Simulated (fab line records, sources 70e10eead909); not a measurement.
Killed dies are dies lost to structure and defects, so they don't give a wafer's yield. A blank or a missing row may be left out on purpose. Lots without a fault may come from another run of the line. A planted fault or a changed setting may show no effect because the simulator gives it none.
A struck lot beside a sound one | flow nand_harc | 30 steps out of a route of 1302
Sound: wafers L789.1, L789.3, L789.6. Struck: wafer L795.4. (L795.1, L795.2 of the same lot were not struck and are left out.) The cause comes at the end.
At each step with rows: each side's tool, then ch and its chambers, then its first start. Under that, the readings that differ: sound wafers | struck wafers | difference of the means | sigmas: that difference in standard deviations of wafers without a fault.
alike: readings whose means differ by less than 2 such deviations, and words and numbers that are the same on both sides. not compared: withheld readings, readings that some wafer has no value for, bounds like >300 that may hide the same value, and numbers for which the record gives no deviation and whose values overlap.
The two part at a step that has a row with sigmas, a row that says differs or no value, or rows on one side only. Numbers that don't overlap but have no deviation are shown without sigmas and don't part them. A reading that every wafer of one side lacks parts them only if that side has two wafers or more.

NHARC_A_BLC_ETCH_16: etches the open film in CF4, target depth 39 nm, time 65 s.
  sound on rie_diel-07 ch 1,3, day 25 04:52; struck on rie_diel-13 ch 3, day 27 20:14
  alike: drypump_motor_current_A, oes_product_au, rf_vpp_V, showerhead_plenum_p_Torr, throttle_valve_pct
  not compared: rf_hours_counter_h
then, 2 steps without rows for these wafers: NHARC_A_BLC_ETCH_17 (etches the open film in N2/H2, target depth 390 nm, time 609.38 s); NHARC_A_BLC_ETCH_18 (etches the open film in C4F8/O2/Ar, target depth 910 nm).
NHARC_A_BLC_CD_MEAS_19:
  sound on cd_sem-02, day 25 05:44; struck on cd_sem-01, day 27 21:07
  alike: cd_nm
NHARC_A_BLC_STRIP_29: strips in CF4.
  sound on rie_diel-05 ch 0,1,3, day 25 05:50; struck on rie_diel-07 ch 2, day 27 21:11
  alike: drypump_motor_current_A, oes_product_au, rf_vpp_V, showerhead_plenum_p_Torr, throttle_valve_pct
  not compared: rf_hours_counter_h
then, 4 steps without rows for these wafers: NHARC_A_BLC_STRIP_21 (strips in O2); NHARC_A_BLC_STRIP_22 (strips in post etch residue remover, time 600 s); NHARC_A_BLC_DEGAS_30 (time 60 s); NHARC_A_BLC_PRE_CLEAN_31 (time 15 s).
NHARC_A_BLC_PVD_32: deposits Ti, target thk 5 nm, time 17.7 s.
  sound on pvd_sputter-01; struck on pvd_sputter-03
  alike: throttle_valve_pct
then, 1 step without rows for these wafers: NHARC_A_BLC_ALD_23 (deposits TiN, target thk 3 nm, pulse time 1 s, ald cycles 150).
NHARC_A_BLC_CVD_24: deposits W, target thk 150 nm, time 434 s.
  sound on cvd_w-02 ch 0,1; struck on cvd_w-02 ch 1
  alike: heater_power_w, throttle_valve_pct
NHARC_A_BLC_CMP_25: polishes, t overpolish 30 s, target thk 150 nm.
  sound on cmp-02 ch 1,3, day 25 07:19; struck on cmp-02 ch 1, day 27 22:41
  alike: motor_current_A, overpolish_run_s, time_to_endpoint_s
then, 1 step without rows for these wafers: NHARC_A_BLC_SRD_27.
NHARC_A_BLC_INSPECT_28:
  sound on defect_inspect-01, day 25 07:43; struck on defect_inspect-02, day 27 23:06
  reading          | sound       | struck | difference | sigmas
  raw_defect_count | 451 478 420 | 1683   | +1233      | +12
then, 10 steps without rows for these wafers: NHARC_A_M0_DEP_00 (deposits SiOC, target thk 150 nm); NHARC_A_M0_DEHYDRATE_01 (time 120 s); NHARC_A_M0_HMDS_02 (time 30 s); NHARC_A_M0_COAT_33 (time 65 s); NHARC_A_M0_COAT_03 (resist thk 90 nm); NHARC_A_M0_SOFTBAKE_04 (time 55 s); NHARC_A_M0_EBR_05; NHARC_A_M0_EXPOSE_06 (exposes mask A M0, target cd 80 nm); NHARC_A_M0_PEB_07 (peb time 65 s); NHARC_A_M0_DEVELOP_08 (develop time 35 s).
NHARC_A_M0_CD_MEAS_09: target cd 80 nm.
  sound on cd_sem-03 ch 0, day 25 08:37; struck on cd_sem-03 ch 0, day 27 23:52
  alike: cd_nm
NHARC_A_M0_OVL_MEAS_10: pitch 160 nm.
  sound on overlay-02, day 25 08:43; struck on overlay-02, day 27 23:58
  alike: overlay_x_nm, overlay_y_nm
NHARC_A_M0_INSPECT_11:
  sound on defect_inspect-01, day 25 08:45; struck on defect_inspect-01, day 27 23:59
  reading          | sound    | struck | difference | sigmas
  raw_defect_count | 77 71 64 | 1282   | +1211      | +36
NHARC_A_M0_DESCUM_14: chemistry O2, time 3 s.
  sound on rie_diel-09 ch 0,3, day 25 08:49; struck on rie_diel-01 ch 2, day 28 00:04
  alike: drypump_motor_current_A, oes_product_au, rf_vpp_V, showerhead_plenum_p_Torr, throttle_valve_pct
  not compared: rf_hours_counter_h
NHARC_END_SORT_01:
  the record has rows for the struck wafers here (prober-01 ch 0, day 29 19:22) and none for the sound ones

WHERE THEY PART
First at NHARC_A_BLC_INSPECT_28; last, within this record, at NHARC_END_SORT_01.

WHY: what the simulator had put in
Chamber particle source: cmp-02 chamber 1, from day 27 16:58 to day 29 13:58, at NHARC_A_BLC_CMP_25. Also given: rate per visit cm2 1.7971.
